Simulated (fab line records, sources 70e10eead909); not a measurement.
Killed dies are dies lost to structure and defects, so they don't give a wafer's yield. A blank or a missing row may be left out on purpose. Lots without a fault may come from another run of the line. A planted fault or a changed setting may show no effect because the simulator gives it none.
Which tool did it? | flow nand_harc | 12 lots, 36 wafers sampled, at 2 steps of a route of 1159

WHAT THE GAUGES READ, wafer by wafer
NHARC_A_SLIT_INSPECT_11.
lot  | measured     | on                | raw_defect_count
L074 | day 14 03:52 | defect_inspect-01 | 12 15 18
L076 | day 14 15:40 | defect_inspect-01 | 24 34 21
L078 | day 15 07:30 | defect_inspect-01 | 22 19 25
L080 | day 16 08:28 | defect_inspect-02 | 16 16 12
L084 | day 16 22:07 | defect_inspect-01 | 39 26 29
L085 | day 16 22:22 | defect_inspect-01 | 12 9 12
L089 | day 17 22:26 | defect_inspect-02 | 12 12 14
L086 | day 17 22:40 | defect_inspect-02 | 19 16 17
L090 | day 18 10:43 | defect_inspect-01 | 16 8 12
L093 | day 19 03:28 | defect_inspect-01 | 30 28 35
L096 | day 19 12:32 | defect_inspect-01 | 16 16 15
L097 | day 20 11:08 | defect_inspect-01 | 16 20 20

WHICH TOOL RAN EACH LOT (tool, then ch and the chambers of the sampled wafers, then the start)
lot  | NHARC_A_SGD_CUT_ETCH_59
L074 | rie_diel-12 ch 0,2, day 14 03:52 or earlier
L076 | rie_diel-10 ch 0,1,3, day 14 15:40 or earlier
L078 | rie_diel-08 ch 1,2,3, day 15 07:30 or earlier
L080 | rie_diel-12 ch 0,2, day 16 08:28 or earlier
L084 | rie_diel-08 ch 0,3, day 16 22:07 or earlier
L085 | rie_diel-08 ch 1,3, day 16 22:22 or earlier
L089 | rie_diel-10 ch 1,2,3, day 17 22:26 or earlier
L086 | rie_diel-10 ch 1,2,3, day 17 22:40 or earlier
L090 | rie_diel-10 ch 0,1,3, day 18 10:43 or earlier
L093 | rie_diel-08 ch 1,2,3, day 19 03:28 or earlier
L096 | rie_diel-10 ch 1,2, day 19 12:32 or earlier
L097 | rie_diel-10 ch 0,1,2, day 20 11:08 or earlier
- NHARC_A_SGD_CUT_ETCH_59: etches the open film in N2/H2, target depth 260 nm, time 406.25 s.

THE ANSWER, worked out from the rows above alone
Rule: what is usual is taken from the lots themselves. Put in order of their means at a reading, lots are off if they are a third of the lots or fewer, leave a main group of 4 or more, and stand apart from it by a gap of 3 or more times the standard deviation of the main group's means; of several such gaps the widest counts. A main group whose means are all the same, to the digits that the tables above print for the reading, isn't used. A lot without any number at a reading at which 4 lots or more have one is off too. The other lots that the step has rows for count as sound.
No lot is off at any reading shown: from this, nothing can be told.

WHAT THE SIMULATOR HAD PUT IN
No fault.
